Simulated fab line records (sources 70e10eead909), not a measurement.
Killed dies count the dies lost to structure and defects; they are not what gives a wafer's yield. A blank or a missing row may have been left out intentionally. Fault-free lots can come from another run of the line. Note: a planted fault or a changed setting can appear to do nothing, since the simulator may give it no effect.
fab line records ; flow nand-harc
[record] lots = 6; wafers = 18; last-day = 32
route steps=1302 shown A_CONTACT@989 END@1302
lots with no fault: from the same line, run without faults
start-h: start of the lot's first displayed wafer, in hours after the record's first day ; wait-h: hours elapsed since this lot's preceding step ; " unchanged from the row above ; L1.1+2: several wafers, shown together as one row ; - either no value or no given start ; * or withheld: withheld ; < > ~ a bound
route shown NAME@n: NAME is a module with steps in the file, n the number in the route of the first one ; usual: mean and standard deviation over wafers with no fault ; same: alike in all rows ; chamber/n: place in a boat ; sites: the reading at each site ; _std_site: standard deviation across them ; _edge_site: mean of outer sites minus mean of inner sites ; radius-mm: how far each site lies from the wafer's centre ; mask NAME#n: copy n ; behind: the tool/chamber that last shaped the wafer ; hold: reason for holding the lot/hours on hold/outcome of the hold ; device: which transistor (n, p or np) failed to switch ; end of line: tests of these same wafers at the route's end ; a step given without rows: its recipe and nothing more ; killed: count of dies lost to structure and defects at first sort (not the wafer's yield) ; map: the dies of a wafer, with x for killed, . for not killed, _ for no die there
set.NAME: the run value of the setting; set.NAME@STEP: its run value at that earlier step ; model.NAME: the simulator's own value behind a step, which no gauge read
lots at selected steps of the route; one table per step, one row per wafer
services: from which hour (start-h, from the record's first day; less than 0 if before it) a tool's chamber was out of use, for how many hours, and why
[[steps]]
[step NHARC_A_CONTACT_COAT_34]
[recipe] temp-c = 260; time-s = 75
[step NHARC_A_CONTACT_COAT_35]
[recipe] temp-c = 225; time-s = 65
[step NHARC_A_CONTACT_COAT_36]
[recipe] spin-rpm = 1500; resist-thk-nm = 90
[step NHARC_A_CONTACT_SOFTBAKE_37]
[recipe] temp-c = 105; time-s = 55
[step NHARC_A_CONTACT_EBR_38]
[step NHARC_A_CONTACT_EXPOSE_39]
[recipe] na = 1.35; sigma-outer = 0.8; dose-mj = 58.79; mask-id = A_CC_3
[step NHARC_A_CONTACT_PEB_40]
[recipe] peb-temp-c = 100; peb-time-s = 65
[step NHARC_A_CONTACT_DEVELOP_41]
[recipe] develop-time-s = 35; dev-temp-c = 23
[step NHARC_A_CONTACT_CD_MEAS_42]
[recipe] target-cd-nm = 300; landing-energy-ev = 500
[usual] cd-nm = 299.5/0.63
lot.wafer;tool;chamber;start-h;wait-h;cd-nm
L280.2;cd-sem-03;0;518.79;-;299.9
L280.4;cd-sem-03;0;518.79;-;299.0
L280.5;cd-sem-03;0;518.79;-;300.0
L279.1;cd-sem-01;0;529.09;-;299.7
L279.2;cd-sem-01;0;529.09;-;299.2
L279.5;cd-sem-01;0;529.09;-;300.5
L282.2;cd-sem-01;0;553.95;-;298.7
L282.4;cd-sem-01;0;553.95;-;298.5
L282.6;cd-sem-01;0;553.95;-;299.8
L287.2;cd-sem-01;0;612.36;-;300.0
L287.3;cd-sem-01;0;612.36;-;300.4
L287.5;cd-sem-01;0;612.36;-;300.4
L292.1;cd-sem-02;0;664.58;-;300.3
L292.2;cd-sem-02;0;664.58;-;300.2
L292.6;cd-sem-02;0;664.58;-;300.3
L295.2;cd-sem-03;0;689.84;-;300.6
L295.5;cd-sem-03;0;689.84;-;299.9
L295.6;cd-sem-03;0;689.84;-;301.0
[step NHARC_A_CONTACT_OVL_MEAS_43]
[usual] overlay-x-nm = -0.1/0.95; overlay-y-nm = 0.1/0.85
lot.wafer;tool;chamber;start-h;wait-h;overlay-x-nm;overlay-y-nm
L280.2;overlay-02;-;518.88;-;1.9;-0.1
L280.4;overlay-02;-;518.88;-;2.1;0.1
L280.5;overlay-02;-;518.88;-;1.5;-0.2
L279.1;overlay-02;-;529.18;-;-0.1;1.2
L279.2;overlay-02;-;529.18;-;0.0;0.5
L279.5;overlay-02;-;529.18;-;0.0;1.3
L282.2;overlay-01;-;554.04;-;0.3;-0.7
L282.4;overlay-01;-;554.04;-;-0.2;-0.2
L282.6;overlay-01;-;554.04;-;0.3;-0.3
L287.2;overlay-01;-;612.44;-;0.0;-0.3
L287.3;overlay-01;-;612.44;-;0.4;0.1
L287.5;overlay-01;-;612.44;-;-0.2;-0.5
L292.1;overlay-01;-;664.67;-;0.2;-0.8
L292.2;overlay-01;-;664.67;-;0.4;-0.2
L292.6;overlay-01;-;664.67;-;0.4;-0.6
L295.2;overlay-02;-;689.92;-;-0.3;-0.8
L295.5;overlay-02;-;689.92;-;-0.2;-0.6
L295.6;overlay-02;-;689.92;-;0.2;-0.5
[step NHARC_A_CONTACT_INSPECT_44]
[usual] raw-defect-count = 86/29
lot.wafer;tool;chamber;start-h;wait-h;raw-defect-count
L280.2;defect-inspect-01;-;518.92;0.0;115
L280.4;defect-inspect-01;-;518.92;0.0;93
L280.5;defect-inspect-01;-;518.92;0.0;102
L279.1;defect-inspect-01;-;529.22;0.0;57
L279.2;defect-inspect-01;-;529.22;0.0;47
L279.5;defect-inspect-01;-;529.22;0.0;66
L282.2;defect-inspect-02;-;554.07;0.0;99
L282.4;defect-inspect-02;-;554.07;0.0;144
L282.6;defect-inspect-02;-;554.07;0.0;106
L287.2;defect-inspect-02;-;612.48;0.0;105
L287.3;defect-inspect-02;-;612.48;0.0;115
L287.5;defect-inspect-02;-;612.48;0.0;91
L292.1;defect-inspect-02;-;664.70;0.0;123
L292.2;defect-inspect-02;-;664.70;0.0;121
L292.6;defect-inspect-02;-;664.70;0.0;110
L295.2;defect-inspect-02;-;689.96;0.0;135
L295.5;defect-inspect-02;-;689.96;0.0;134
L295.6;defect-inspect-02;-;689.96;0.0;132
[step NHARC_A_CONTACT_DESCUM_47]
[recipe] time-s = 3; o2-flow-sccm = 200; ar-flow-sccm = 0; bias-power-w = 0; chemistry = O2
[usual] chamber-pressure-mTorr = 59.99/0.05; drypump-motor-current-A = 5.7/0.45; oes-product-au = 1.004/0.012; rf-vpp-V = 57.9/0.81; showerhead-plenum-p-Torr = 1.94/0.077; throttle-valve-pct = 11.311/0.0092
[same] time-s = 3
lot.wafer;tool;chamber;start-h;wait-h;chamber-pressure-mTorr;drypump-motor-current-A;oes-product-au;rf-hours-counter-h;rf-vpp-V;showerhead-plenum-p-Torr;throttle-valve-pct
L280.2;rie-diel-01;3;518.98;0.1;59.98;5.7;0.998;45;57.0;1.88;11.314
L280.4;rie-diel-01;0;518.98;0.1;59.98;5.8;1.023;40;57.4;1.97;11.302
L280.5;rie-diel-01;0;518.98;0.1;59.95;5.8;1.014;-;57.5;1.97;11.316
L279.2;rie-diel-04;2;529.33;0.1;60.02;6.1;1.035;31;57.6;2.03;11.315
L279.1;rie-diel-04;3;529.33;0.1;59.98;5.2;1.003;33;57.2;1.85;11.296
L279.5;rie-diel-04;0;529.33;0.1;60.05;5.5;0.979;-;56.9;1.99;11.312
L282.2;rie-diel-04;2;554.13;0.1;60.02;6.1;1.016;1;57.1;2.03;11.322
L282.4;rie-diel-04;3;554.13;0.1;59.92;5.2;0.995;2;58.8;1.85;11.303
L282.6;rie-diel-04;2;554.13;0.1;60.01;6.1;1.016;-;58.0;2.03;11.292
L287.3;rie-diel-04;0;612.55;0.1;60.02;5.5;1.014;15;58.3;1.98;11.337
L287.2;rie-diel-04;2;612.55;0.1;60.02;6.1;1.017;14;58.7;2.02;11.315
L287.5;rie-diel-04;0;612.55;0.1;60.02;5.5;1.004;-;58.0;1.98;11.311
L292.2;rie-diel-11;3;664.77;0.1;59.98;5.5;1.025;16;57.2;1.85;11.317
L292.1;rie-diel-11;1;664.77;0.1;60.05;4.9;0.995;11;57.2;2.06;11.309
L292.6;rie-diel-11;3;664.77;0.1;59.96;5.5;1.026;-;59.3;1.85;11.310
L295.2;rie-diel-04;2;690.03;0.1;60.02;6.1;1.000;29;58.4;2.02;11.311
L295.6;rie-diel-04;1;690.03;0.1;59.98;6.0;1.007;-;57.6;1.87;11.312
L295.5;rie-diel-04;2;690.03;0.1;59.95;6.1;1.008;-;58.6;2.02;11.285
[step NHARC_A_CONTACT_ETCH_48]
[recipe] target-depth-a = 390; over-etch-frac = 0.3; time-s = 65; ion-energy-ev = 80; cf4-flow-sccm = 150; ar-flow-sccm = 0; rf-w = 300; bias-w = 100; chemistry = CF4
[usual] bias-w = 99.98/0.3; cf4-flow-sccm = 150.0/0.45; chamber-pressure-mTorr = 50.00/0.043; drypump-motor-current-A = 5.7/0.47; oes-product-au = 1.006/0.012; rf-vpp-V = 151.6/0.98; showerhead-plenum-p-Torr = 1.79/0.065; throttle-valve-pct = 13.285/0.0099; time-s = 65/0
lot.wafer;tool;chamber;start-h;wait-h;bias-w;cf4-flow-sccm;chamber-pressure-mTorr;drypump-motor-current-A;oes-product-au;rf-hours-counter-h;rf-vpp-V;showerhead-plenum-p-Torr;throttle-valve-pct;time-s
L280.2;rie-diel-01;3;519.08;0.1;100.22;149.4;50.05;5.7;0.979;45;151.3;1.74;13.281;65
L280.4;rie-diel-01;0;519.08;0.1;100.16;150.0;50.01;5.8;1.018;40;150.8;1.82;13.273;65
L280.5;rie-diel-01;2;519.08;0.1;100.28;149.8;50.00;6.7;1.011;-;153.2;1.86;13.302;65
L279.1;rie-diel-04;1;529.41;0.1;-;-;-;-;-;-;-;-;-;-
L279.2;rie-diel-04;3;529.41;0.1;-;-;-;-;-;-;-;-;-;-
L279.5;rie-diel-04;1;529.41;0.1;-;-;-;-;-;-;-;-;-;-
L282.2;rie-diel-04;1;554.23;0.1;-;-;-;-;-;-;-;-;-;-
L282.4;rie-diel-04;3;554.23;0.1;-;-;-;-;-;-;-;-;-;-
L282.6;rie-diel-04;0;554.23;0.1;-;-;-;-;-;-;-;-;-;-
L287.3;rie-diel-04;0;612.62;0.1;99.89;149.7;50.03;5.5;1.013;15;151.6;1.83;13.299;65
L287.2;rie-diel-04;2;612.62;0.1;100.33;150.1;50.06;6.1;1.015;14;154.1;1.86;13.281;65
L287.5;rie-diel-04;1;612.62;0.1;99.94;150.5;49.95;6.0;1.006;-;151.5;1.73;13.269;65
L292.2;rie-diel-11;0;665.01;0.2;99.75;150.9;49.93;4.6;1.013;16;149.1;1.72;13.283;65
L292.1;rie-diel-11;2;665.01;0.2;100.29;149.4;49.92;5.9;1.000;12;151.5;1.74;13.283;65
L292.6;rie-diel-11;0;665.01;0.2;99.68;150.4;49.99;4.7;1.012;-;150.5;1.72;13.291;65
L295.2;rie-diel-04;0;690.12;0.1;99.51;150.3;49.98;5.5;1.007;28;152.2;1.82;13.283;65
L295.5;rie-diel-04;1;690.12;0.1;100.98;150.2;49.95;6.0;1.010;-;150.3;1.73;13.292;65
L295.6;rie-diel-04;2;690.12;0.1;100.18;150.6;49.97;6.1;1.008;-;152.7;1.86;13.292;65
[step NHARC_A_CONTACT_ETCH_49]
[recipe] target-depth-a = 2600; over-etch-frac = 0.3; time-s = 475.3; ion-energy-ev = 200; n2-flow-sccm = 150; h2-flow-sccm = 150; ar-flow-sccm = 0; rf-w = 400; bias-w = 150; chemistry = N2/H2
[usual] bias-w = 149.9/0.46; chamber-pressure-mTorr = 29.997/0.027; drypump-motor-current-A = 5.7/0.48; h2-flow-sccm = 150.0/0.48; oes-product-au = 1.004/0.013; rf-vpp-V = 431.4/2.5; showerhead-plenum-p-Torr = 2.07/0.085; throttle-valve-pct = 14.171/0.0096
[same] time-s = 475.3
lot.wafer;tool;chamber;start-h;wait-h;bias-w;chamber-pressure-mTorr;drypump-motor-current-A;h2-flow-sccm;oes-product-au;rf-hours-counter-h;rf-vpp-V;showerhead-plenum-p-Torr;throttle-valve-pct
L280.4;rie-diel-01;0;-;-;149.4;30.034;5.8;149.8;1.022;40;431.6;2.11;14.185
L280.2;rie-diel-01;1;-;-;149.5;29.983;5.2;149.6;0.987;48;435.1;2.20;14.171
L280.5;rie-diel-01;0;-;-;149.4;29.996;5.8;150.0;1.016;-;431.9;2.11;14.180
L279.1;rie-diel-04;3;529.53;0.1;149.9;29.977;5.2;149.7;1.013;33;428.4;1.97;14.182
L279.2;rie-diel-04;0;529.53;0.1;150.0;29.973;5.5;149.4;0.997;29;432.8;2.12;14.164
L279.5;rie-diel-04;3;529.53;0.1;150.2;29.944;5.2;150.2;1.016;-;428.9;1.97;14.158
L282.2;rie-diel-04;0;554.39;0.2;150.4;30.003;5.5;149.9;1.013;2;433.9;2.12;14.173
L282.4;rie-diel-04;2;554.39;0.2;150.4;29.938;6.1;149.8;1.020;1;435.1;2.16;14.167
L282.6;rie-diel-04;0;554.39;0.2;149.9;29.987;5.5;149.6;0.994;-;433.2;2.12;14.168
L287.3;rie-diel-04;3;-;-;149.9;30.021;5.2;149.9;0.991;10;428.7;1.97;14.170
L287.2;rie-diel-04;2;-;-;150.3;29.992;6.1;149.9;1.019;14;433.3;2.16;14.164
L287.5;rie-diel-04;0;-;-;148.8;29.996;5.5;149.8;1.008;-;433.9;2.11;14.153
L292.1;rie-diel-11;0;-;-;149.7;30.001;4.7;150.5;0.999;16;428.7;1.97;14.159
L292.2;rie-diel-11;2;-;-;149.8;29.969;6.0;149.3;1.002;12;429.7;2.00;14.192
L292.6;rie-diel-11;3;-;-;149.8;29.992;5.5;150.1;1.017;-;428.0;1.97;14.156
L295.2;rie-diel-04;1;-;-;150.2;29.987;6.0;150.7;1.001;31;429.8;1.99;14.159
L295.5;rie-diel-04;3;-;-;149.3;29.981;5.2;149.9;0.992;-;428.2;1.96;14.175
L295.6;rie-diel-04;0;-;-;149.5;29.938;5.5;149.4;1.011;-;433.9;2.11;14.162
[step NHARC_END_SORT_01]
[recipe] temp-c = 25
[usual] killed-at-array = 54/12; killed-at-other = 0.7/1.1; killed-at-periphery = 3.9/2.8; killed-dies = 59/13; killed-open = 3.4/2; killed-short = 2.5/1.7
[same] gross-dies = 677
lot.wafer;tool;chamber;start-h;wait-h;killed-at-array;killed-at-other;killed-at-periphery;killed-dies;killed-open;killed-short
L279.1;prober-02;0;599.38;2.5;674;1;2;677;4;2
L279.2;prober-02;0;600.17;2.8;675;0;2;677;4;2
L279.5;prober-02;0;602.56;3.7;674;1;2;677;2;3
L282.2;prober-01;0;623.53;2.8;671;2;4;677;1;3
L282.4;prober-01;0;625.13;3.4;673;2;2;677;3;3
L282.6;prober-01;0;626.73;4.0;667;3;7;677;4;3
// killed by level:class
L279.1 A_CONTACT:area-etch=626 A_SLIT:chamber-film-flake=22 A_CONTACT:chamber-film-flake=10 A_CHANNEL_HOLE_D2:chamber-film-flake=9 P_CONTACT:geometric-particle:open=1 A_ONON_D1:geometric-particle:open=1 A_SGD_CUT:geometric-particle:short=1 A_BLC:geometric-particle:open=1
L279.2 A_CONTACT:area-etch=633 A_SLIT:chamber-film-flake=26 A_CHANNEL_HOLE_D2:chamber-film-flake=6 A_CONTACT:chamber-film-flake=3 P_CONTACT:geometric-particle:open=2 A_ONON_D2:geometric-particle:short=1 A_CHANNEL_FILL_D2:geometric-particle:open=1 A_SGD_CUT:geometric-particle:short=1
L279.5 A_CONTACT:area-etch=625 A_SLIT:chamber-film-flake=26 A_CHANNEL_HOLE_D2:chamber-film-flake=12 A_WL_FILL:geometric-particle:short=2 P_ZERO_WELL:chamber-film-flake=2 A_CHANNEL_HOLE_D1:chamber-film-flake=2 A_CHANNEL_HOLE_D1:geometric-particle:short=1 A_CHANNEL_FILL_D1:geometric-particle:open=1
L282.2 A_CONTACT:area-etch=602 A_CHANNEL_HOLE_D2:chamber-film-flake=26 A_CHANNEL_HOLE_D1:chamber-film-flake=21 A_STAIRCASE:chamber-film-flake=7 A_CONTACT:chamber-film-flake=5 P_GATE:chamber-film-flake=2 A_SLIT:chamber-film-flake=2 THIN_TSV:chamber-film-flake=2
L282.4 A_CONTACT:area-etch=598 A_CHANNEL_HOLE_D1:chamber-film-flake=25 A_CHANNEL_HOLE_D2:chamber-film-flake=22 A_CONTACT:chamber-film-flake=8 A_STAIRCASE:chamber-film-flake=5 A_BONDPAD:chamber-film-flake=5 A_CHANNEL_FILL_D2:geometric-particle:short=2 P_M0:chamber-film-flake=2
L282.6 A_CONTACT:area-etch=588 A_CHANNEL_HOLE_D1:chamber-film-flake=29 A_CHANNEL_HOLE_D2:chamber-film-flake=23 A_CONTACT:chamber-film-flake=10 A_M1:chamber-film-flake=5 P_M0:chamber-film-flake=3 A_STAIRCASE:chamber-film-flake=3 P_M0:geometric-particle:open=2
// map L279.1 (x killed, . not)
____________x____________
_________xxxxxxx_________
_______xxxxxxxxxxx_______
______xxxxxxxxxxxxx______
_____xxxxxxxxxxxxxxx_____
____xxxxxxxxxxxxxxxxx____
____xxxxxxxxxxxxxxxxx____
___xxxxxxxxxxxxxxxxxxx___
___xxxxxxxxxxxxxxxxxxx___
__xxxxxxxxxxxxxxxxxxxxx__
__xxxxxxxxxxxxxxxxxxxxx__
_xxxxxxxxxxxxxxxxxxxxxxx_
_xxxxxxxxxxxxxxxxxxxxxxx_
_xxxxxxxxxxxxxxxxxxxxxxx_
_xxxxxxxxxxxxxxxxxxxxxxx_
_xxxxxxxxxxxxxxxxxxxxxxx_
xxxxxxxxxxxxxxxxxxxxxxxxx
xxxxxxxxxxxxxxxxxxxxxxxxx
xxxxxxxxxxxxxxxxxxxxxxxxx
xxxxxxxxxxxxxxxxxxxxxxxxx
xxxxxxxxxxxxxxxxxxxxxxxxx
_xxxxxxxxxxxxxxxxxxxxxxx_
_xxxxxxxxxxxxxxxxxxxxxxx_
_xxxxxxxxxxxxxxxxxxxxxxx_
_xxxxxxxxxxxxxxxxxxxxxxx_
_xxxxxxxxxxxxxxxxxxxxxxx_
__xxxxxxxxxxxxxxxxxxxxx__
__xxxxxxxxxxxxxxxxxxxxx__
___xxxxxxxxxxxxxxxxxxx___
___xxxxxxxxxxxxxxxxxxx___
____xxxxxxxxxxxxxxxxx____
____xxxxxxxxxxxxxxxxx____
_____xxxxxxxxxxxxxxx_____
______xxxxxxxxxxxxx______
_______xxxxxxxxxxx_______
_________xxxxxxx_________
____________x____________
// map L282.2 (x killed, . not)
____________x____________
_________xxxxxxx_________
_______xxxxxxxxxxx_______
______xxxxxxxxxxxxx______
_____xxxxxxxxxxxxxxx_____
____xxxxxxxxxxxxxxxxx____
____xxxxxxxxxxxxxxxxx____
___xxxxxxxxxxxxxxxxxxx___
___xxxxxxxxxxxxxxxxxxx___
__xxxxxxxxxxxxxxxxxxxxx__
__xxxxxxxxxxxxxxxxxxxxx__
_xxxxxxxxxxxxxxxxxxxxxxx_
_xxxxxxxxxxxxxxxxxxxxxxx_
_xxxxxxxxxxxxxxxxxxxxxxx_
_xxxxxxxxxxxxxxxxxxxxxxx_
_xxxxxxxxxxxxxxxxxxxxxxx_
xxxxxxxxxxxxxxxxxxxxxxxxx
xxxxxxxxxxxxxxxxxxxxxxxxx
xxxxxxxxxxxxxxxxxxxxxxxxx
xxxxxxxxxxxxxxxxxxxxxxxxx
xxxxxxxxxxxxxxxxxxxxxxxxx
_xxxxxxxxxxxxxxxxxxxxxxx_
_xxxxxxxxxxxxxxxxxxxxxxx_
_xxxxxxxxxxxxxxxxxxxxxxx_
_xxxxxxxxxxxxxxxxxxxxxxx_
_xxxxxxxxxxxxxxxxxxxxxxx_
__xxxxxxxxxxxxxxxxxxxxx__
__xxxxxxxxxxxxxxxxxxxxx__
___xxxxxxxxxxxxxxxxxxx___
___xxxxxxxxxxxxxxxxxxx___
____xxxxxxxxxxxxxxxxx____
____xxxxxxxxxxxxxxxxx____
_____xxxxxxxxxxxxxxx_____
______xxxxxxxxxxxxx______
_______xxxxxxxxxxx_______
_________xxxxxxx_________
____________x____________
[[services]]
tool;chamber;start-h;hours;kind
rie-diel-04;2;496.19;2.8;repair
rie-diel-04;1;498.93;8.8;repair
rie-diel-04;0;510.91;-;clean
rie-diel-04;1;510.91;-;clean
rie-diel-04;2;510.91;-;clean
rie-diel-04;3;510.91;-;clean
rie-diel-04;3;524.19;1.3;repair
rie-diel-04;-;532.47;9.0;pm
rie-diel-04;0;532.47;9.0;vent-cycle
rie-diel-04;1;532.47;9.0;vent-cycle
rie-diel-04;2;532.47;9.0;vent-cycle
rie-diel-04;3;532.47;9.0;vent-cycle
rie-diel-04;0;541.47;-;clean
rie-diel-04;1;541.47;-;clean
rie-diel-04;2;541.47;-;clean
rie-diel-04;2;541.47;-;consumable-replace:focus-ring
rie-diel-04;2;556.39;3.3;repair
rie-diel-01;-;559.14;9.0;pm
rie-diel-04;3;593.28;13.2;repair
rie-diel-11;-;611.35;9.0;pm
rie-diel-04;0;636.13;3.6;repair
rie-diel-01;3;649.53;15.0;repair
rie-diel-01;0;670.29;4.2;repair
rie-diel-11;3;671.47;6.9;repair
[[key]]
[first-sign] step = NHARC_A_CONTACT_ETCH_48; reading = tool-record; direction = missing
[effect] step = NHARC_END_SORT_01; reading = killed-at-array; direction = up; sigmas = 50; usual = 54; struck = 672
[more-kills-born-at] NHARC_A_CONTACT_ETCH_48@rie-diel-04 = 3676
met-at NHARC_A_CONTACT_ETCH_48
struck-wafers L279.1,L279.2,L279.5,L282.2,L282.4,L282.6
later-rows-left-out L279.1,L279.2,L279.5,L282.2,L282.4,L282.6
tester-left-out L279,L282
[fault] kind = skipped-step-whole; tool = rie-diel-04; chamber = -; onset-h = 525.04; steps = NHARC_A_CONTACT_ETCH_48; scope = struck-lots-only
// tester-left-out: of these lots the tester's yield and bins aren't shown, on N5 and GAA mostly nor the transistor test; their killed dies are dies lost to structure and defects alone, not to doping, threshold or leakage, so they don't give the yield
// later-rows-left-out: the simulator's readings of these wafers behind a module that went badly wrong aren't trusted and aren't shown, but for the sort
